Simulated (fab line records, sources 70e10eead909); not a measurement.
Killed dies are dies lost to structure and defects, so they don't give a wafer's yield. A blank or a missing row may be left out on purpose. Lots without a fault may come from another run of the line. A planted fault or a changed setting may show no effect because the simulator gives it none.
Which tool did it? | flow nand_harc | 12 lots, 36 wafers sampled, at 4 steps of a route of 1302

WHAT THE GAUGES READ, wafer by wafer
NHARC_A_WL_FILL_INSPECT_15.
lot  | measured     | on                | raw_defect_count
L074 | day 21 12:06 | defect_inspect-01 | 327 355 295
L077 | day 22 06:19 | defect_inspect-01 | 402 492 676
L078 | day 22 15:37 | defect_inspect-02 | 446 430 335
L081 | day 24 06:11 | defect_inspect-01 | 420 413 533
L083 | day 24 15:13 | defect_inspect-01 | 369 316 454
L085 | day 26 10:18 | defect_inspect-01 | 442 431 474
L086 | day 26 10:09 | defect_inspect-02 | 429 423 372
L088 | day 27 04:33 | defect_inspect-02 | 433 538 388
L090 | day 27 20:57 | defect_inspect-01 | 392 404 689
L093 | day 29 13:39 | defect_inspect-01 | 448 374 574
L094 | day 29 21:59 | defect_inspect-02 | 393 355 511
L096 | day 30 13:16 | defect_inspect-02 | 405 389 441

WHICH TOOL RAN EACH LOT (tool, then ch and the chambers of the sampled wafers, then the start)
lot  | NHARC_A_WL_FILL_RTA_01           | NHARC_A_WL_FILL_ALD_19              | NHARC_A_WL_FILL_CMP_12
L074 | rtp_anneal-01 ch 0, day 20 17:49 | ald_metal-02 ch 0,1, day 21 11:12   | cmp-04 ch 0,1,2, day 21 11:38
L077 | rtp_anneal-02 ch 0, day 21 12:25 | ald_metal-01 ch 0,1,3, day 22 05:30 | cmp-01 ch 0,3, day 22 05:52
L078 | rtp_anneal-01 ch 0, day 21 20:56 | ald_metal-03 ch 1,2,3, day 22 14:38 | cmp-01 ch 0,1,3, day 22 15:11
L081 | rtp_anneal-02 ch 0, day 23 10:02 | ald_metal-02 ch 1,2,3, day 24 04:46 | cmp-04 ch 1,2,3, day 24 05:43
L083 | rtp_anneal-02 ch 0, day 23 19:53 | ald_metal-01 ch 0,1,2, day 24 14:20 | cmp-04 ch 0,2,3, day 24 14:45
L085 | rtp_anneal-02 ch 0, day 25 14:10 | ald_metal-02 ch 1,2,3, day 26 09:20 | cmp-03 ch 0,1,3, day 26 09:53
L086 | rtp_anneal-01 ch 0, day 25 18:01 | ald_metal-03 ch 0,1,3, day 26 09:19 | cmp-03 ch 1,3, day 26 09:41
L088 | rtp_anneal-01 ch 0, day 26 11:06 | ald_metal-02 ch 0,2,3, day 27 03:45 | cmp-01 ch 0,2,3, day 27 04:05
L090 | rtp_anneal-01 ch 0, day 27 01:50 | ald_metal-01 ch 0,1, day 27 19:45   | cmp-03 ch 0,2,3, day 27 20:29
L093 | rtp_anneal-01 ch 0, day 28 17:14 | ald_metal-01 ch 0,2,3, day 29 12:49 | cmp-01 ch 0,1,2, day 29 13:11
L094 | rtp_anneal-01 ch 0, day 29 04:35 | ald_metal-02 ch 0,1,2, day 29 21:08 | cmp-03 ch 0,2,3, day 29 21:31
L096 | rtp_anneal-02 ch 0, day 29 19:37 | ald_metal-03 ch 0,2,3, day 30 12:28 | cmp-01 ch 1,2,3, day 30 12:50
- NHARC_A_WL_FILL_RTA_01: time 5 s.
- NHARC_A_WL_FILL_ALD_19: deposits TiN, target thk 2 nm, pulse time 3 s, ald cycles 100.
- NHARC_A_WL_FILL_CMP_12: polishes, t overpolish 30 s, target thk 100 nm.

THE ANSWER, worked out from the rows above alone
Rule: what is usual is taken from the lots themselves. Put in order of their means at a reading, lots are off if they are a third of the lots or fewer, leave a main group of 4 or more, and stand apart from it by a gap of 3 or more times the standard deviation of the main group's means; of several such gaps the widest counts. A main group whose means are all the same, to the digits that the tables above print for the reading, isn't used. A lot without any number at a reading at which 4 lots or more have one is off too. The other lots that the step has rows for count as sound.
No lot is off at any reading shown: from this, nothing can be told.

WHAT THE SIMULATOR HAD PUT IN
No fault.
